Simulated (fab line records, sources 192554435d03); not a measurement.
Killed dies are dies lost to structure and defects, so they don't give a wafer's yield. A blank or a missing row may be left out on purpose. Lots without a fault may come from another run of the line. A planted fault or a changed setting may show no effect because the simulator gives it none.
Which tool did it? | flow n5_finfet | 24 lots, 72 wafers sampled, at 6 steps of a route of 1938

WHAT THE GAUGES READ, wafer by wafer
N5_BEOL_M4_CD_MEAS_11: target cd 16.79 nm. Usual: cd_nm 16.74 nm, standard deviation 0.25.
lot  | measured     | on        | cd_nm (nm)        | flag
L075 | day 7 23:47  | cd_sem-01 | 16.51 16.55 16.60 |
L074 | day 8 03:32  | cd_sem-03 | 16.41 16.36 16.63 |
L076 | day 8 09:44  | cd_sem-03 | 16.73 16.59 16.61 |
L077 | day 8 20:38  | cd_sem-03 | 16.85 16.77 16.94 |
L078 | day 8 20:51  | cd_sem-02 | 16.76 16.75 16.99 |
L079 | day 9 10:43  | cd_sem-02 | 16.64 16.62 16.73 |
L081 | day 9 15:36  | cd_sem-03 | 17.16 16.79 17.04 |
L080 | day 9 18:43  | cd_sem-02 | 16.76 16.97 17.36 |
L082 | day 9 19:05  | cd_sem-02 | 16.32 16.71 16.71 |
L083 | day 10 17:25 | cd_sem-03 | 16.13 16.53 16.81 |
L084 | day 10 10:40 | cd_sem-03 | 16.45 16.81 17.21 |
L085 | day 10 20:40 | cd_sem-01 | 17.34 16.69 16.64 |
L086 | day 11 14:31 | cd_sem-03 | 16.70 16.56 16.62 |
L088 | day 11 17:06 | cd_sem-03 | 16.98 16.80 16.62 |
L087 | day 12 02:44 | cd_sem-02 | 17.27 17.09 17.07 |
L089 | day 12 12:26 | cd_sem-01 | 17.07 16.52 16.66 |
L091 | day 12 08:23 | cd_sem-01 | 16.63 16.93 16.47 |
L090 | day 12 21:54 | cd_sem-01 | 16.57 17.19 17.18 |
L092 | day 12 20:43 | cd_sem-01 | 16.37 16.69 16.71 |
L093 | day 13 05:14 | cd_sem-01 | 16.24 16.69 16.68 |
L094 | day 13 15:31 | cd_sem-02 | 16.70 16.92 17.04 |
L095 | day 13 19:12 | cd_sem-01 | 16.66 16.67 16.88 |
L096 | day 14 08:47 | cd_sem-01 | 16.69 16.73 16.82 |
L097 | day 14 15:46 | cd_sem-01 | 16.80 16.28 16.46 |

WHICH TOOL RAN EACH LOT (tool, then ch and the chambers of the sampled wafers, then the start)
lot  | N5_BEOL_M3_ETCH_64                 | N5_BEOL_M3_STRIP_36                | N5_BEOL_M3_ANNEAL_49         | N5_BEOL_M3_ANNEAL_80         | N5_BEOL_M3_SPUTTER_92
L075 | rie_diel-01 ch 0,2, day 7 14:52    | rie_diel-03 ch 0,1,3, day 7 16:50  | pvd_sputter-02, day 7 18:26  | pvd_sputter-02, day 7 18:39  | pvd_sputter-02, day 7 19:40
L074 | rie_diel-01 ch 1,2,3, day 7 15:06  | rie_diel-03 ch 2,3, day 7 22:13    | pvd_sputter-02, day 7 23:59  | pvd_sputter-02, day 8 00:13  | pvd_sputter-02, day 8 01:14
L076 | rie_diel-02 ch 2,3, day 7 18:19    | rie_diel-01 ch 1,2,3, day 8 03:07  | pvd_sputter-01, day 8 05:47  | pvd_sputter-01, day 8 06:01  | pvd_sputter-01, day 8 07:02
L077 | rie_diel-03 ch 0,2, day 8 05:10    | rie_diel-02 ch 2,3, day 8 11:10    | pvd_sputter-02, day 8 12:33  | pvd_sputter-02, day 8 12:46  | pvd_sputter-02, day 8 13:47
L078 | rie_diel-03 ch 0,2,3, day 8 08:52  | rie_diel-03 ch 0,2,3, day 8 11:11  | pvd_sputter-01, day 8 13:07  | pvd_sputter-01, day 8 13:20  | pvd_sputter-01, day 8 14:22
L079 | rie_diel-03 ch 2,3, day 8 22:01    | rie_diel-02 ch 1,2,3, day 9 01:50  | pvd_sputter-02, day 9 03:29  | pvd_sputter-02, day 9 03:43  | pvd_sputter-02, day 9 04:44
L081 | rie_diel-03 ch 1,3, day 9 03:25    | rie_diel-01 ch 0,3, day 9 07:14    | pvd_sputter-03, day 9 08:28  | pvd_sputter-03, day 9 08:41  | pvd_sputter-03, day 9 09:43
L080 | rie_diel-01 ch 0,2,3, day 9 03:34  | rie_diel-02 ch 1,3, day 9 10:05    | pvd_sputter-03, day 9 11:40  | pvd_sputter-03, day 9 11:53  | pvd_sputter-03, day 9 12:55
L082 | rie_diel-03 ch 2,3, day 9 04:50    | rie_diel-03 ch 1,2,3, day 9 10:08  | pvd_sputter-03, day 9 13:31  | pvd_sputter-03, day 9 13:44  | pvd_sputter-03, day 9 14:45
L083 | rie_diel-02 ch 0,2,3, day 9 16:49  | rie_diel-01 ch 0,1,2, day 10 09:10 | pvd_sputter-03, day 10 10:39 | pvd_sputter-03, day 10 10:52 | pvd_sputter-03, day 10 11:53
L084 | rie_diel-02 ch 0,1,2, day 9 19:14  | rie_diel-02 ch 0,3, day 9 21:58    | pvd_sputter-03, day 9 23:34  | pvd_sputter-03, day 9 23:47  | pvd_sputter-03, day 10 00:48
L085 | rie_diel-03 ch 1,2, day 9 21:21    | rie_diel-01 ch 0,1,3, day 10 12:37 | pvd_sputter-01, day 10 13:48 | pvd_sputter-01, day 10 14:01 | pvd_sputter-01, day 10 15:02
L086 | rie_diel-01 ch 0,1,2, day 11 01:58 | rie_diel-02 ch 0,1,3, day 11 07:24 | pvd_sputter-01, day 11 08:35 | pvd_sputter-01, day 11 08:49 | pvd_sputter-01, day 11 09:50
L088 | rie_diel-01 ch 0,1,3, day 11 07:54 | rie_diel-02 ch 0,2,3, day 11 10:59 | pvd_sputter-02, day 11 12:45 | pvd_sputter-02, day 11 12:58 | pvd_sputter-02, day 11 13:59
L087 | rie_diel-01 ch 2,3, day 11 09:40   | rie_diel-01 ch 1,3, day 11 16:45   | pvd_sputter-02, day 11 22:58 | pvd_sputter-02, day 11 23:11 | pvd_sputter-02, day 12 00:13
L089 | rie_diel-01 ch 0,2,3, day 11 13:26 | rie_diel-02 ch 2,3, day 12 06:46   | pvd_sputter-01, day 12 08:47 | pvd_sputter-01, day 12 09:00 | pvd_sputter-01, day 12 10:01
L091 | rie_diel-02 ch 1,3, day 11 14:44   | rie_diel-01 ch 1,3, day 12 03:15   | pvd_sputter-01, day 12 04:29 | pvd_sputter-01, day 12 04:42 | pvd_sputter-01, day 12 05:43
L090 | rie_diel-03 ch 0,1,2, day 11 16:39 | rie_diel-02 ch 0,1,2, day 12 16:19 | pvd_sputter-03, day 12 17:40 | pvd_sputter-03, day 12 17:53 | pvd_sputter-03, day 12 18:55
L092 | rie_diel-03 ch 0,1,3, day 11 22:56 | rie_diel-01 ch 1,2,3, day 12 12:47 | pvd_sputter-02, day 12 14:05 | pvd_sputter-02, day 12 14:19 | pvd_sputter-02, day 12 15:20
L093 | rie_diel-01 ch 0,1,3, day 12 16:40 | rie_diel-01 ch 1,2,3, day 12 21:02 | pvd_sputter-01, day 12 22:46 | pvd_sputter-01, day 12 22:59 | pvd_sputter-01, day 13 02:07
L094 | rie_diel-03 ch 1,2,3, day 12 22:40 | rie_diel-03 ch 0,1,2, day 13 10:11 | pvd_sputter-01, day 13 11:38 | pvd_sputter-01, day 13 11:51 | pvd_sputter-01, day 13 12:52
L095 | rie_diel-03 ch 0,2,3, day 13 11:12 | rie_diel-03 ch 0,2,3, day 13 13:25 | pvd_sputter-03, day 13 15:07 | pvd_sputter-03, day 13 15:20 | pvd_sputter-03, day 13 16:21
L096 | rie_diel-01 ch 0,1, day 13 23:54   | rie_diel-01 ch 0,1,2, day 14 01:56 | pvd_sputter-03, day 14 04:34 | pvd_sputter-03, day 14 04:47 | pvd_sputter-03, day 14 05:48
L097 | rie_diel-02 ch 1,2, day 14 05:19   | rie_diel-02 ch 0,1,2, day 14 10:35 | pvd_sputter-03, day 14 12:06 | pvd_sputter-03, day 14 12:19 | pvd_sputter-03, day 14 13:20
- N5_BEOL_M3_ETCH_64: etches SOC in N2/H2, target depth 75 nm, overetch 15 nm, time 112.5 s.
- N5_BEOL_M3_STRIP_36: strips in N2/H2.
- N5_BEOL_M3_ANNEAL_49: time 240 s.
- N5_BEOL_M3_ANNEAL_80: time 240 s.
- N5_BEOL_M3_SPUTTER_92: material Cu, target thk 4.5 nm, time 8.29 s.

WHAT THE TOOLS THEMSELVES READ (means of the sampled wafers that have a number; where no wafer has one, the mark that the record gives instead)
N5_BEOL_M3_ETCH_64. Usual: drypump_motor_current_A 5.7 A, standard deviation 0.35; oes_product_au 0.60 a.u., standard deviation 0.054; rf_vpp_V 524.4 V, standard deviation 2.4; showerhead_plenum_p_Torr 2.56 Torr, standard deviation 0.08; throttle_valve_pct 18.07 %, standard deviation 0.16.
lot  | tool        | drypump_motor_current_A (A) | oes_product_au (a.u.) | rf_vpp_V (V) | showerhead_plenum_p_Torr (Torr) | throttle_valve_pct (%) | flag
L075 | rie_diel-01 | 5.7                         | 0.58                  | 524.6        | 2.58                            | 18.13                  |
L074 | rie_diel-01 | 6.0                         | 0.59                  | 523.5        | 2.54                            | 18.11                  |
L076 | rie_diel-02 | 5.2                         | 0.69                  | 527.0        | 2.65                            | 17.89                  |
L077 | rie_diel-03 | 5.4                         | 0.59                  | 524.0        | 2.54                            | 18.06                  |
L078 | rie_diel-03 | 5.4                         | 0.60                  | 523.6        | 2.53                            | 18.09                  |
L079 | rie_diel-03 | 5.4                         | 0.59                  | 523.2        | 2.52                            | 18.07                  |
L081 | rie_diel-03 | 5.8                         | 0.68                  | 527.2        | 2.64                            | 18.01                  |
L080 | rie_diel-01 | 5.9                         | 0.57                  | 524.4        | 2.54                            | 18.12                  |
L082 | rie_diel-03 | 5.4                         | 0.59                  | 524.0        | 2.52                            | 18.07                  |
L083 | rie_diel-02 | 5.5                         | 0.66                  | 524.2        | 2.57                            | 17.81                  |
L084 | rie_diel-02 | 5.7                         | 0.60                  | 524.1        | 2.55                            | 17.91                  |
L085 | rie_diel-03 | 5.5                         | 0.64                  | 525.4        | 2.58                            | 17.99                  |
L086 | rie_diel-01 | 5.8                         | 0.58                  | 524.7        | 2.57                            | 18.19                  |
L088 | rie_diel-01 | 6.1                         | 0.57                  | 522.4        | 2.50                            | 18.14                  |
L087 | rie_diel-01 | 5.8                         | 0.57                  | 524.5        | 2.57                            | 18.16                  |
L089 | rie_diel-01 | 5.9                         | 0.56                  | 522.4        | 2.53                            | 18.15                  |
L091 | rie_diel-02 | 5.4                         | 0.62                  | 527.7        | 2.65                            | 18.04                  |
L090 | rie_diel-03 | 5.5                         | 0.62                  | 525.2        | 2.59                            | 18.02                  |
L092 | rie_diel-03 | 5.6                         | 0.62                  | 525.2        | 2.58                            | 18.09                  |
L093 | rie_diel-01 | 6.1                         | 0.56                  | 521.6        | 2.49                            | 18.15                  |
L094 | rie_diel-03 | 5.6                         | 0.61                  | 524.7        | 2.57                            | 18.08                  |
L095 | rie_diel-03 | 5.4                         | 0.57                  | 524.0        | 2.51                            | 18.14                  |
L096 | rie_diel-01 | 6.0                         | 0.56                  | 523.2        | 2.52                            | 18.23                  |
L097 | rie_diel-02 | 5.6                         | 0.56                  | 525.0        | 2.59                            | 18.17                  |

N5_BEOL_M3_STRIP_36. Usual: drypump_motor_current_A 5.7 A, standard deviation 0.35; oes_product_au 0.75 a.u., standard deviation 0.071; rf_vpp_V 59.3 V, standard deviation 1.5; showerhead_plenum_p_Torr 2.55 Torr, standard deviation 0.08; throttle_valve_pct 23.90 %, standard deviation 0.24.
lot  | tool        | drypump_motor_current_A (A) | oes_product_au (a.u.) | rf_vpp_V (V) | showerhead_plenum_p_Torr (Torr) | throttle_valve_pct (%) | flag
L075 | rie_diel-03 | 5.6                         | 0.73                  | 58.4         | 2.48                            | 24.08                  |
L074 | rie_diel-03 | 5.4                         | 0.75                  | 59.4         | 2.52                            | 23.84                  |
L076 | rie_diel-01 | 6.0                         | 0.74                  | 59.3         | 2.54                            | 23.95                  |
L077 | rie_diel-02 | 5.2                         | 0.87                  | 61.2         | 2.64                            | 23.72                  |
L078 | rie_diel-03 | 5.4                         | 0.75                  | 58.0         | 2.52                            | 23.95                  |
L079 | rie_diel-02 | 5.4                         | 0.79                  | 60.6         | 2.62                            | 23.88                  |
L081 | rie_diel-01 | 6.2                         | 0.72                  | 60.0         | 2.47                            | 23.95                  |
L080 | rie_diel-02 | 5.4                         | 0.80                  | 58.2         | 2.66                            | 23.87                  |
L082 | rie_diel-03 | 5.6                         | 0.80                  | 57.6         | 2.58                            | 23.90                  |
L083 | rie_diel-01 | 5.8                         | 0.72                  | 59.3         | 2.56                            | 23.99                  |
L084 | rie_diel-02 | 5.5                         | 0.88                  | 59.4         | 2.55                            | 23.37                  |
L085 | rie_diel-01 | 6.1                         | 0.72                  | 60.2         | 2.49                            | 24.03                  |
L086 | rie_diel-02 | 5.5                         | 0.82                  | 59.1         | 2.60                            | 23.63                  |
L088 | rie_diel-02 | 5.5                         | 0.81                  | 58.4         | 2.56                            | 23.64                  |
L087 | rie_diel-01 | 6.2                         | 0.72                  | 59.0         | 2.49                            | 24.06                  |
L089 | rie_diel-02 | 5.5                         | 0.76                  | 60.2         | 2.57                            | 23.88                  |
L091 | rie_diel-01 | 6.3                         | 0.72                  | 59.5         | 2.45                            | 24.00                  |
L090 | rie_diel-02 | 5.7                         | 0.75                  | 59.8         | 2.54                            | 23.80                  |
L092 | rie_diel-01 | 6.0                         | 0.72                  | 58.9         | 2.52                            | 23.98                  |
L093 | rie_diel-01 | 6.0                         | 0.71                  | 59.9         | 2.52                            | 23.99                  |
L094 | rie_diel-03 | 5.6                         | 0.78                  | 58.4         | 2.58                            | 23.89                  |
L095 | rie_diel-03 | 5.4                         | 0.72                  | 59.1         | 2.51                            | 23.99                  |
L096 | rie_diel-01 | 5.8                         | 0.70                  | 58.3         | 2.55                            | 24.05                  |
L097 | rie_diel-02 | 5.7                         | 0.73                  | 58.7         | 2.53                            | 23.79                  |

N5_BEOL_M3_ANNEAL_49. Usual: heater_power_w 841 W, standard deviation 110.
lot  | tool           | heater_power_w (W) | flag
L075 | pvd_sputter-02 | 988                |
L074 | pvd_sputter-02 | 868                |
L076 | pvd_sputter-01 | 778                |
L077 | pvd_sputter-02 | 921                |
L078 | pvd_sputter-01 | 776                |
L079 | pvd_sputter-02 | 858                |
L081 | pvd_sputter-03 | 781                |
L080 | pvd_sputter-03 | 803                |
L082 | pvd_sputter-03 | 815                |
L083 | pvd_sputter-03 | 817                |
L084 | pvd_sputter-03 | 769                |
L085 | pvd_sputter-01 | 788                |
L086 | pvd_sputter-01 | 775                |
L088 | pvd_sputter-02 | 928                |
L087 | pvd_sputter-02 | 907                |
L089 | pvd_sputter-01 | 777                |
L091 | pvd_sputter-01 | 867                |
L090 | pvd_sputter-03 | 851                |
L092 | pvd_sputter-02 | 905                |
L093 | pvd_sputter-01 | 889                |
L094 | pvd_sputter-01 | 754                |
L095 | pvd_sputter-03 | 767                |
L096 | pvd_sputter-03 | 802                |
L097 | pvd_sputter-03 | 815                |

N5_BEOL_M3_ANNEAL_80. Usual: heater_power_w 840 W, standard deviation 110.
lot  | tool           | heater_power_w (W) | flag
L075 | pvd_sputter-02 | 993                |
L074 | pvd_sputter-02 | 878                |
L076 | pvd_sputter-01 | 793                |
L077 | pvd_sputter-02 | 920                |
L078 | pvd_sputter-01 | 781                |
L079 | pvd_sputter-02 | 855                |
L081 | pvd_sputter-03 | 775                |
L080 | pvd_sputter-03 | 804                |
L082 | pvd_sputter-03 | 810                |
L083 | pvd_sputter-03 | 817                |
L084 | pvd_sputter-03 | 786                |
L085 | pvd_sputter-01 | 788                |
L086 | pvd_sputter-01 | 781                |
L088 | pvd_sputter-02 | 907                |
L087 | pvd_sputter-02 | 897                |
L089 | pvd_sputter-01 | 781                |
L091 | pvd_sputter-01 | 874                |
L090 | pvd_sputter-03 | 843                |
L092 | pvd_sputter-02 | 910                |
L093 | pvd_sputter-01 | 876                |
L094 | pvd_sputter-01 | 761                |
L095 | pvd_sputter-03 | 783                |
L096 | pvd_sputter-03 | 808                |
L097 | pvd_sputter-03 | 793                |

N5_BEOL_M3_SPUTTER_92. Usual: chamber_pressure_pa 0.07 Pa, standard deviation 0.00014; throttle_valve_pct 30.7 %, standard deviation 0.96.
lot  | tool           | chamber_pressure_pa (Pa) | throttle_valve_pct (%) | flag
L075 | pvd_sputter-02 | 0.07                     | 30.1                   |
L074 | pvd_sputter-02 | 0.07                     | 31.1                   |
L076 | pvd_sputter-01 | 0.07                     | 30.4                   |
L077 | pvd_sputter-02 | 0.07                     | 30.8                   |
L078 | pvd_sputter-01 | 0.07                     | 30.4                   |
L079 | pvd_sputter-02 | 0.07                     | 31.4                   |
L081 | pvd_sputter-03 | 0.07                     | 30.0                   |
L080 | pvd_sputter-03 | 0.07                     | 30.4                   |
L082 | pvd_sputter-03 | 0.07                     | 29.6                   |
L083 | pvd_sputter-03 | 0.07                     | 30.3                   |
L084 | pvd_sputter-03 | 0.07                     | 30.0                   |
L085 | pvd_sputter-01 | 0.07                     | 30.3                   |
L086 | pvd_sputter-01 | 0.07                     | 30.9                   |
L088 | pvd_sputter-02 | 0.07                     | 30.9                   |
L087 | pvd_sputter-02 | 0.07                     | 31.3                   |
L089 | pvd_sputter-01 | 0.07                     | 30.2                   |
L091 | pvd_sputter-01 | 0.07                     | 31.3                   |
L090 | pvd_sputter-03 | 0.07                     | 30.7                   |
L092 | pvd_sputter-02 | 0.07                     | 31.0                   |
L093 | pvd_sputter-01 | 0.07                     | 31.1                   |
L094 | pvd_sputter-01 | 0.07                     | 30.9                   |
L095 | pvd_sputter-03 | 0.07                     | 30.6                   |
L096 | pvd_sputter-03 | 0.07                     | 30.2                   |
L097 | pvd_sputter-03 | 0.07                     | 30.5                   |

THE ANSWER, worked out from the rows above alone
Rule: a lot is off if the mean of its wafers that have a number lies more than 3 standard deviations from the usual mean. A lot without any number at a reading at which 4 lots or more have one is off too. The other lots that the step has rows for count as sound. The gauges are gone through in route order, then the tools' own readings, and for those a lot's mean is taken as printed above. The first step at which some lot is off is used, and at that step the reading that is off furthest; a lot without a number counts as furthest.
No lot is off at any reading shown: from this, nothing can be told.

WHAT THE SIMULATOR HAD PUT IN
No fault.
